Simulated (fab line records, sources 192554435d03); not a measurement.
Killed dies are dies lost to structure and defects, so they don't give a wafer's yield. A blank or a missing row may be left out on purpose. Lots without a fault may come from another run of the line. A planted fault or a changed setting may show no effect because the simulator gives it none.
Which tool did it? | flow n5_finfet | 24 lots, 72 wafers sampled, at 6 steps of a route of 1938

WHAT THE GAUGES READ, wafer by wafer
The record holds no reading of a measuring or inspecting step that can be judged against a usual standard deviation.

WHICH TOOL RAN EACH LOT (tool, then ch and the chambers of the sampled wafers, then the start)
lot  | N5_HKMG_FIN_ETCH_67               | N5_HKMG_FIN_ALD_21                 | N5_GATE_CUT_VAPOR_ETCH_49         | N5_GATE_CUT_VAPOR_ETCH_51         | N5_MOL_CONTACT_COAG_ETCH_106       | N5_MOL_CONTACT_COAG_CONTACT_ETCH_14
L074 | rie_diel-05 ch 2,3, day 4 18:28   | ald_metal-02 ch 0,2, day 4 19:14   | rie_metal-01 ch 1, day 5 00:59    | rie_metal-01 ch 1, day 5 01:01    | rie_diel-05 ch 0, day 5 06:34      | rie_diel-05 ch 0, day 5 06:52
L075 | rie_diel-01 ch 0,1,3, day 4 20:41 | ald_metal-02 ch 0,1,3, day 4 21:26 | rie_metal-01 ch 0,1, day 5 03:14  | rie_metal-01 ch 0,1, day 5 03:16  | rie_diel-03 ch 0,3, day 5 07:41    | rie_diel-03 ch 0,2, day 5 07:47
L076 | rie_diel-03 ch 1,2, day 4 21:10   | ald_metal-01 ch 0,1, day 4 21:55   | rie_metal-01 ch 0,1, day 5 04:20  | rie_metal-01 ch 0,1, day 5 04:22  | rie_diel-03 ch 0,2, day 5 08:32    | rie_diel-03 ch 0,2, day 5 08:38
L078 | rie_diel-01 ch 1,2,3, day 5 04:34 | ald_metal-02 ch 0,1,2, day 5 05:19 | rie_metal-01 ch 0,1, day 5 11:01  | rie_metal-01 ch 0,1, day 5 11:03  | rie_diel-03 ch 0,2, day 5 15:25    | rie_diel-03 ch 0,2, day 5 15:31
L077 | rie_diel-03 ch 0,1,2, day 5 08:54 | ald_metal-02 ch 1,2,3, day 5 09:40 | rie_metal-01 ch 0,1, day 5 15:59  | rie_metal-01 ch 0,1, day 5 16:01  | rie_diel-01 ch 1,2, day 5 22:31    | rie_diel-01 ch 1,2, day 5 22:37
L080 | rie_diel-05 ch 0,1,3, day 5 19:47 | ald_metal-02 ch 0,2, day 5 20:41   | rie_metal-02 ch 0,1, day 6 02:54  | rie_metal-02 ch 0,1, day 6 02:56  | rie_diel-03 ch 0,1,3, day 6 06:10  | rie_diel-03 ch 0,1,3, day 6 06:16
L079 | rie_diel-03 ch 1,2, day 5 20:48   | ald_metal-04 ch 1,3, day 5 21:35   | rie_metal-02 ch 0,1, day 6 04:33  | rie_metal-02 ch 0,1, day 6 04:35  | rie_diel-01 ch 1,3, day 6 07:59    | rie_diel-01 ch 1,3, day 6 08:05
L081 | rie_diel-01 ch 1,2,3, day 6 01:03 | ald_metal-01 ch 0,1,2, day 6 01:50 | rie_metal-01 ch 0,1, day 6 07:35  | rie_metal-01 ch 0,1, day 6 07:37  | rie_diel-03 ch 1,2,3, day 6 11:05  | rie_diel-03 ch 1,2,3, day 6 11:11
L082 | rie_diel-01 ch 0,2,3, day 6 08:51 | ald_metal-04 ch 0,1,2, day 6 09:35 | rie_metal-01 ch 0,1, day 6 16:50  | rie_metal-01 ch 0,1, day 6 16:52  | rie_diel-03 ch 0,1,3, day 6 20:06  | rie_diel-03 ch 0,1,3, day 6 20:12
L083 | rie_diel-03 ch 2,3, day 6 09:26   | ald_metal-02 ch 0,2,3, day 6 10:11 | rie_metal-03 ch 1, day 6 19:32    | rie_metal-03 ch 1, day 6 19:34    | rie_diel-03 ch 0,3, day 6 22:49    | rie_diel-03 ch 0,3, day 6 22:55
L084 | rie_diel-01 ch 0,1,2, day 6 16:02 | ald_metal-02 ch 0,1,2, day 6 16:47 | rie_metal-02 ch 0,1, day 7 00:06  | rie_metal-02 ch 0,1, day 7 00:08  | rie_diel-01 ch 0,1,2, day 7 03:29  | rie_diel-01 ch 0,1,2, day 7 03:35
L085 | rie_diel-05 ch 0,1,2, day 7 02:03 | ald_metal-02 ch 0,3, day 7 02:50   | rie_metal-03 ch 0,1, day 7 08:23  | rie_metal-03 ch 0,1, day 7 08:25  | rie_diel-01 ch 0,2,3, day 7 11:48  | rie_diel-01 ch 0,2,3, day 7 11:54
L086 | rie_diel-05 ch 0,1,2, day 7 10:17 | ald_metal-04 ch 1,2, day 7 11:04   | rie_metal-03 ch 0,1, day 7 16:50  | rie_metal-03 ch 0,1, day 7 16:52  | rie_diel-03 ch 1,3, day 7 20:11    | rie_diel-03 ch 1,3, day 7 20:17
L087 | rie_diel-05 ch 0,2, day 7 12:16   | ald_metal-02 ch 0,3, day 7 13:00   | rie_metal-02 ch 0,1, day 7 18:51  | rie_metal-02 ch 0,1, day 7 18:53  | rie_diel-01 ch 0,3, day 7 22:42    | rie_diel-01 ch 0,3, day 7 22:48
L088 | rie_diel-05 ch 0,2, day 7 22:32   | ald_metal-04 ch 1,2, day 7 23:17   | rie_metal-01 ch 0,1, day 8 05:10  | rie_metal-01 ch 0,1, day 8 05:12  | rie_diel-01 ch 1,3, day 8 08:41    | rie_diel-01 ch 1,3, day 8 08:47
L089 | rie_diel-05 ch 1,2,3, day 8 06:32 | ald_metal-01 ch 1,2,3, day 8 07:16 | rie_metal-03 ch 0,1, day 8 13:02  | rie_metal-03 ch 0,1, day 8 13:04  | rie_diel-01 ch 0,2,3, day 8 16:38  | rie_diel-01 ch 0,2,3, day 8 16:44
L090 | rie_diel-05 ch 0,2,3, day 8 07:18 | ald_metal-04 ch 0,1,2, day 8 08:02 | rie_metal-01 ch 0,1, day 8 14:49  | rie_metal-01 ch 0,1, day 8 14:50  | rie_diel-01 ch 1,2, day 8 21:50    | rie_diel-01 ch 1,2, day 8 21:56
L091 | rie_diel-05 ch 2,3, day 8 11:05   | ald_metal-02 ch 0,1,3, day 8 11:53 | rie_metal-03 ch 0,1, day 8 17:56  | rie_metal-03 ch 0,1, day 8 17:58  | rie_diel-05 ch 0,1,2, day 8 22:04  | rie_diel-05 ch 0,1,2, day 8 22:10
L092 | rie_diel-05 ch 0,1,3, day 8 19:37 | ald_metal-04 ch 0,1,3, day 8 20:22 | rie_metal-01 ch 0,1, day 9 02:10  | rie_metal-01 ch 0,1, day 9 02:11  | rie_diel-01 ch 0,1,3, day 9 05:26  | rie_diel-01 ch 0,1,3, day 9 05:32
L093 | rie_diel-03 ch 1,3, day 9 04:17   | ald_metal-04 ch 0,3, day 9 05:02   | rie_metal-01 ch 0,1, day 9 10:53  | rie_metal-01 ch 0,1, day 9 10:55  | rie_diel-01 ch 0,1,3, day 9 14:10  | rie_diel-01 ch 0,1,3, day 9 14:16
L094 | rie_diel-01 ch 0,1,2, day 9 07:35 | ald_metal-01 ch 1,2,3, day 9 08:20 | rie_metal-03 ch 0,1, day 9 14:17  | rie_metal-03 ch 0,1, day 9 14:19  | rie_diel-01 ch 0,2,3, day 9 17:47  | rie_diel-01 ch 0,2,3, day 9 17:53
L095 | rie_diel-03 ch 1,2, day 9 14:25   | ald_metal-04 ch 0,3, day 9 15:10   | rie_metal-03 ch 0,1, day 9 20:58  | rie_metal-03 ch 0,1, day 9 21:00  | rie_diel-05 ch 0,3, day 10 00:14   | rie_diel-05 ch 0,3, day 10 00:20
L096 | rie_diel-03 ch 2,3, day 9 20:03   | ald_metal-04 ch 0,2,3, day 9 20:47 | rie_metal-01 ch 0,1, day 10 03:09 | rie_metal-01 ch 0,1, day 10 03:11 | rie_diel-03 ch 0,1,3, day 10 06:25 | rie_diel-03 ch 0,1,3, day 10 06:31
L097 | rie_diel-01 ch 2,3, day 10 00:43  | ald_metal-02 ch 0,2, day 10 01:28  | rie_metal-01 ch 0,1, day 10 07:11 | rie_metal-01 ch 0,1, day 10 07:13 | rie_diel-01 ch 2,3, day 10 10:35   | rie_diel-01 ch 2,3, day 10 10:41
- N5_HKMG_FIN_ETCH_67: etches SOC in N2/H2, stops on TiN, target depth 388.9 nm.
- N5_HKMG_FIN_ALD_21: deposits TiN, target thk 1.5 nm, pulse time 1 s, purge time 3 s.
- N5_GATE_CUT_VAPOR_ETCH_49: etches TiAlC in BCl3/Cl2.
- N5_GATE_CUT_VAPOR_ETCH_51: etches HfO2 in BCl3/Cl2.
- N5_MOL_CONTACT_COAG_ETCH_106: etches SOC in N2/H2, target depth 80 nm, overetch 16 nm, time 120 s.
- N5_MOL_CONTACT_COAG_CONTACT_ETCH_14: etches SiO2 in C4F6/O2, target depth 27.5 nm, overetch 8.5 nm, time 20 s.

WHAT THE TOOLS THEMSELVES READ (means of the sampled wafers that have a number; where no wafer has one, the mark that the record gives instead)
N5_HKMG_FIN_ETCH_67. Usual: drypump_motor_current_A 5.9 A, standard deviation 0.49; oes_product_au 0.81 a.u., standard deviation 0.081; rf_vpp_V 240.6 V, standard deviation 1.2; showerhead_plenum_p_Torr 2.53 Torr, standard deviation 0.091; throttle_valve_pct 17.74 %, standard deviation 0.25.
lot  | tool        | drypump_motor_current_A (A) | oes_product_au (a.u.) | rf_vpp_V (V) | showerhead_plenum_p_Torr (Torr) | throttle_valve_pct (%) | flag
L074 | rie_diel-05 | 5.6                         | 0.70                  | 241.0        | 2.55                            | 17.80                  |
L075 | rie_diel-01 | 5.9                         | 0.82                  | 238.5        | 2.43                            | 17.56                  |
L076 | rie_diel-03 | 6.5                         | 0.92                  | 240.1        | 2.60                            | 17.60                  |
L078 | rie_diel-01 | 5.7                         | 0.79                  | 239.9        | 2.49                            | 17.61                  |
L077 | rie_diel-03 | 6.4                         | 0.88                  | 240.6        | 2.56                            | 17.74                  |
L080 | rie_diel-05 | 5.7                         | 0.74                  | 239.6        | 2.52                            | 17.75                  |
L079 | rie_diel-03 | 6.6                         | 0.87                  | 241.3        | 2.59                            | 17.71                  |
L081 | rie_diel-01 | 5.7                         | 0.78                  | 239.8        | 2.49                            | 17.63                  |
L082 | rie_diel-01 | 5.6                         | 0.75                  | 239.8        | 2.46                            | 17.72                  |
L083 | rie_diel-03 | 6.0                         | 0.75                  | 241.2        | 2.62                            | 18.17                  |
L084 | rie_diel-01 | 6.1                         | 0.78                  | 241.0        | 2.52                            | 17.74                  |
L085 | rie_diel-05 | 5.8                         | 0.85                  | 241.0        | 2.57                            | 17.71                  |
L086 | rie_diel-05 | 5.7                         | 0.85                  | 241.2        | 2.57                            | 17.71                  |
L087 | rie_diel-05 | 5.5                         | 0.81                  | 241.2        | 2.60                            | 17.75                  |
L088 | rie_diel-05 | 5.5                         | 0.78                  | 241.9        | 2.62                            | 17.88                  |
L089 | rie_diel-05 | 5.7                         | 0.87                  | 239.9        | 2.53                            | 17.59                  |
L090 | rie_diel-05 | 5.5                         | 0.84                  | 241.2        | 2.57                            | 17.64                  |
L091 | rie_diel-05 | 5.5                         | 0.87                  | 240.4        | 2.53                            | 17.52                  |
L092 | rie_diel-05 | 5.7                         | 0.89                  | 240.0        | 2.51                            | 17.49                  |
L093 | rie_diel-03 | 5.9                         | 0.73                  | 241.1        | 2.61                            | 18.12                  |
L094 | rie_diel-01 | 6.0                         | 0.75                  | 240.9        | 2.51                            | 17.77                  |
L095 | rie_diel-03 | 6.7                         | 0.83                  | 241.4        | 2.58                            | 17.76                  |
L096 | rie_diel-03 | 6.0                         | 0.73                  | 242.5        | 2.60                            | 18.22                  |
L097 | rie_diel-01 | 5.2                         | 0.73                  | 240.1        | 2.41                            | 17.66                  |

N5_HKMG_FIN_ALD_21. Usual: heater_power_w 886 W, standard deviation 95; precursor_pulse_height_rel 0.999, standard deviation 0.021.
lot  | tool         | heater_power_w (W) | precursor_pulse_height_rel | flag
L074 | ald_metal-02 | 934                | 1.000                      |
L075 | ald_metal-02 | 950                | 1.005                      |
L076 | ald_metal-01 | 883                | 0.990                      |
L078 | ald_metal-02 | 945                | 0.994                      |
L077 | ald_metal-02 | 897                | 1.004                      |
L080 | ald_metal-02 | 923                | 0.987                      |
L079 | ald_metal-04 | 745                | 0.992                      |
L081 | ald_metal-01 | 863                | 1.001                      |
L082 | ald_metal-04 | 895                | 0.997                      |
L083 | ald_metal-02 | 928                | 0.974                      |
L084 | ald_metal-02 | 952                | 0.993                      |
L085 | ald_metal-02 | 958                | 1.010                      |
L086 | ald_metal-04 | 832                | 1.008                      |
L087 | ald_metal-02 | 936                | 0.998                      |
L088 | ald_metal-04 | 813                | 0.996                      |
L089 | ald_metal-01 | 855                | 1.017                      |
L090 | ald_metal-04 | 882                | 1.002                      |
L091 | ald_metal-02 | 955                | 0.996                      |
L092 | ald_metal-04 | 824                | 1.008                      |
L093 | ald_metal-04 | 917                | 0.989                      |
L094 | ald_metal-01 | 850                | 1.002                      |
L095 | ald_metal-04 | 817                | 0.978                      |
L096 | ald_metal-04 | 872                | 0.994                      |
L097 | ald_metal-02 | 983                | 1.003                      |

N5_GATE_CUT_VAPOR_ETCH_49. Usual: drypump_motor_current_A 5.9 A, standard deviation 0.3; oes_product_au 0.78 a.u., standard deviation 0.072.
lot  | tool         | drypump_motor_current_A (A) | oes_product_au (a.u.) | flag
L074 | rie_metal-01 | 6.0                         | 0.78                  |
L075 | rie_metal-01 | 6.0                         | 0.78                  |
L076 | rie_metal-01 | 6.0                         | 0.78                  |
L078 | rie_metal-01 | 5.9                         | 0.79                  |
L077 | rie_metal-01 | 6.0                         | 0.78                  |
L080 | rie_metal-02 | 5.3                         | 0.87                  |
L079 | rie_metal-02 | 5.3                         | 0.87                  |
L081 | rie_metal-01 | 6.0                         | 0.78                  |
L082 | rie_metal-01 | 6.0                         | 0.78                  |
L083 | rie_metal-03 | 6.0                         | 0.63                  |
L084 | rie_metal-02 | 5.6                         | 0.86                  |
L085 | rie_metal-03 | 6.2                         | 0.78                  |
L086 | rie_metal-03 | 6.2                         | 0.78                  |
L087 | rie_metal-02 | 5.3                         | 0.86                  |
L088 | rie_metal-01 | 6.0                         | 0.77                  |
L089 | rie_metal-03 | 6.1                         | 0.69                  |
L090 | rie_metal-01 | 6.0                         | 0.76                  |
L091 | rie_metal-03 | 6.2                         | 0.77                  |
L092 | rie_metal-01 | 6.0                         | 0.77                  |
L093 | rie_metal-01 | 5.9                         | 0.76                  |
L094 | rie_metal-03 | 6.1                         | 0.70                  |
L095 | rie_metal-03 | 6.2                         | 0.76                  |
L096 | rie_metal-01 | 6.0                         | 0.76                  |
L097 | rie_metal-01 | 6.0                         | 0.76                  |

N5_GATE_CUT_VAPOR_ETCH_51. Usual: drypump_motor_current_A 5.9 A, standard deviation 0.3; oes_product_au 0.78 a.u., standard deviation 0.072.
lot  | tool         | drypump_motor_current_A (A) | oes_product_au (a.u.) | flag
L074 | rie_metal-01 | 6.0                         | 0.78                  |
L075 | rie_metal-01 | 6.0                         | 0.78                  |
L076 | rie_metal-01 | 5.9                         | 0.79                  |
L078 | rie_metal-01 | 5.9                         | 0.79                  |
L077 | rie_metal-01 | 6.0                         | 0.78                  |
L080 | rie_metal-02 | 5.3                         | 0.87                  |
L079 | rie_metal-02 | 5.3                         | 0.87                  |
L081 | rie_metal-01 | 6.0                         | 0.78                  |
L082 | rie_metal-01 | 6.0                         | 0.78                  |
L083 | rie_metal-03 | 6.0                         | 0.63                  |
L084 | rie_metal-02 | 5.6                         | 0.86                  |
L085 | rie_metal-03 | 6.2                         | 0.78                  |
L086 | rie_metal-03 | 6.2                         | 0.77                  |
L087 | rie_metal-02 | 5.3                         | 0.86                  |
L088 | rie_metal-01 | 6.0                         | 0.76                  |
L089 | rie_metal-03 | 6.1                         | 0.70                  |
L090 | rie_metal-01 | 6.0                         | 0.76                  |
L091 | rie_metal-03 | 6.2                         | 0.76                  |
L092 | rie_metal-01 | 6.1                         | 0.76                  |
L093 | rie_metal-01 | 5.9                         | 0.77                  |
L094 | rie_metal-03 | 6.1                         | 0.69                  |
L095 | rie_metal-03 | 6.2                         | 0.75                  |
L096 | rie_metal-01 | 6.0                         | 0.76                  |
L097 | rie_metal-01 | 5.9                         | 0.76                  |

N5_MOL_CONTACT_COAG_ETCH_106. Usual: drypump_motor_current_A 5.9 A, standard deviation 0.54; oes_product_au 0.72 a.u., standard deviation 0.062; rf_vpp_V 523.3 V, standard deviation 2.8; showerhead_plenum_p_Torr 2.52 Torr, standard deviation 0.1; throttle_valve_pct 17.77 %, standard deviation 0.25.
lot  | tool        | drypump_motor_current_A (A) | oes_product_au (a.u.) | rf_vpp_V (V) | showerhead_plenum_p_Torr (Torr) | throttle_valve_pct (%) | flag
L074 | rie_diel-05 | 5.4                         | 0.80                  | 525.9        | 2.59                            | 17.61                  |
L075 | rie_diel-03 | 5.9                         | 0.73                  | 523.4        | 2.54                            | 18.08                  |
L076 | rie_diel-03 | 6.5                         | 0.79                  | 523.4        | 2.56                            | 17.85                  |
L078 | rie_diel-03 | 6.5                         | 0.78                  | 524.3        | 2.56                            | 17.85                  |
L077 | rie_diel-01 | 6.1                         | 0.73                  | 524.2        | 2.55                            | 17.66                  |
L080 | rie_diel-03 | 6.0                         | 0.73                  | 524.2        | 2.57                            | 17.95                  |
L079 | rie_diel-01 | 6.1                         | 0.74                  | 521.2        | 2.44                            | 17.52                  |
L081 | rie_diel-03 | 6.3                         | 0.73                  | 524.8        | 2.61                            | 17.92                  |
L082 | rie_diel-03 | 6.0                         | 0.73                  | 523.8        | 2.56                            | 17.97                  |
L083 | rie_diel-03 | 5.7                         | 0.67                  | 524.1        | 2.57                            | 18.24                  |
L084 | rie_diel-01 | 6.0                         | 0.70                  | 522.9        | 2.52                            | 17.76                  |
L085 | rie_diel-01 | 5.6                         | 0.68                  | 521.8        | 2.46                            | 17.74                  |
L086 | rie_diel-03 | 6.2                         | 0.72                  | 525.4        | 2.60                            | 17.84                  |
L087 | rie_diel-01 | 5.5                         | 0.69                  | 520.5        | 2.36                            | 17.60                  |
L088 | rie_diel-01 | 6.0                         | 0.72                  | 521.4        | 2.44                            | 17.55                  |
L089 | rie_diel-01 | 5.6                         | 0.67                  | 522.5        | 2.46                            | 17.75                  |
L090 | rie_diel-01 | 5.8                         | 0.67                  | 524.6        | 2.58                            | 17.82                  |
L091 | rie_diel-05 | 5.7                         | 0.74                  | 524.6        | 2.56                            | 17.74                  |
L092 | rie_diel-01 | 5.9                         | 0.70                  | 520.2        | 2.41                            | 17.64                  |
L093 | rie_diel-01 | 6.0                         | 0.70                  | 519.7        | 2.41                            | 17.65                  |
L094 | rie_diel-01 | 5.6                         | 0.67                  | 521.3        | 2.45                            | 17.77                  |
L095 | rie_diel-05 | 5.4                         | 0.76                  | 524.5        | 2.54                            | 17.58                  |
L096 | rie_diel-03 | 6.0                         | 0.70                  | 522.9        | 2.55                            | 18.01                  |
L097 | rie_diel-01 | 5.2                         | 0.65                  | 520.7        | 2.41                            | 17.67                  |

N5_MOL_CONTACT_COAG_CONTACT_ETCH_14. Usual: drypump_motor_current_A 5.9 A, standard deviation 0.54; mfc_ar_sccm 300.0 sccm, standard deviation 0.76; oes_product_au 0.69 a.u., standard deviation 0.059; rf_vpp_V 692 V, standard deviation 3.6; showerhead_plenum_p_Torr 2.86 Torr, standard deviation 0.11; throttle_valve_pct 21.24 %, standard deviation 0.25.
lot  | tool        | drypump_motor_current_A (A) | mfc_ar_sccm (sccm) | oes_product_au (a.u.) | rf_vpp_V (V) | showerhead_plenum_p_Torr (Torr) | throttle_valve_pct (%) | flag
L074 | rie_diel-05 | 5.4                         | 299.7              | 0.77                  | 695          | 2.97                            | 21.26                  |
L075 | rie_diel-03 | 6.2                         | 299.8              | 0.74                  | 692          | 2.86                            | 21.36                  |
L076 | rie_diel-03 | 6.5                         | 299.4              | 0.75                  | 692          | 2.91                            | 21.42                  |
L078 | rie_diel-03 | 6.5                         | 300.0              | 0.74                  | 693          | 2.91                            | 21.40                  |
L077 | rie_diel-01 | 6.1                         | 300.0              | 0.69                  | 693          | 2.87                            | 21.02                  |
L080 | rie_diel-03 | 6.0                         | 300.2              | 0.70                  | 694          | 2.90                            | 21.38                  |
L079 | rie_diel-01 | 6.0                         | 300.5              | 0.71                  | 689          | 2.76                            | 20.91                  |
L081 | rie_diel-03 | 6.3                         | 299.3              | 0.70                  | 695          | 2.95                            | 21.43                  |
L082 | rie_diel-03 | 6.0                         | 300.1              | 0.70                  | 693          | 2.90                            | 21.38                  |
L083 | rie_diel-03 | 5.7                         | 301.0              | 0.64                  | 694          | 2.92                            | 21.65                  |
L084 | rie_diel-01 | 6.0                         | 300.4              | 0.67                  | 691          | 2.86                            | 21.21                  |
L085 | rie_diel-01 | 5.6                         | 299.3              | 0.64                  | 691          | 2.79                            | 21.24                  |
L086 | rie_diel-03 | 6.2                         | 300.9              | 0.69                  | 695          | 2.94                            | 21.28                  |
L087 | rie_diel-01 | 5.5                         | 299.8              | 0.65                  | 687          | 2.68                            | 21.12                  |
L088 | rie_diel-01 | 6.0                         | 298.8              | 0.69                  | 689          | 2.75                            | 20.91                  |
L089 | rie_diel-01 | 5.6                         | 300.0              | 0.64                  | 690          | 2.79                            | 21.25                  |
L090 | rie_diel-01 | 5.8                         | 299.6              | 0.64                  | 694          | 2.92                            | 21.23                  |
L091 | rie_diel-05 | 5.7                         | 300.3              | 0.71                  | 693          | 2.91                            | 21.25                  |
L092 | rie_diel-01 | 5.9                         | 300.4              | 0.67                  | 687          | 2.74                            | 21.10                  |
L093 | rie_diel-01 | 5.9                         | 300.6              | 0.67                  | 688          | 2.74                            | 21.09                  |
L094 | rie_diel-01 | 5.6                         | 299.6              | 0.63                  | 690          | 2.79                            | 21.27                  |
L095 | rie_diel-05 | 5.4                         | 299.9              | 0.73                  | 694          | 2.91                            | 21.21                  |
L096 | rie_diel-03 | 6.0                         | 300.6              | 0.67                  | 692          | 2.89                            | 21.42                  |
L097 | rie_diel-01 | 5.2                         | 300.0              | 0.62                  | 687          | 2.74                            | 21.15                  |

THE ANSWER, worked out from the rows above alone
Rule: a lot is off if the mean of its wafers that have a number lies more than 3 standard deviations from the usual mean. A lot without any number at a reading at which 4 lots or more have one is off too. The other lots that the step has rows for count as sound. The gauges are gone through in route order, then the tools' own readings, and for those a lot's mean is taken as printed above. The first step at which some lot is off is used, and at that step the reading that is off furthest; a lot without a number counts as furthest.
No lot is off at any reading shown: from this, nothing can be told.

WHAT THE SIMULATOR HAD PUT IN
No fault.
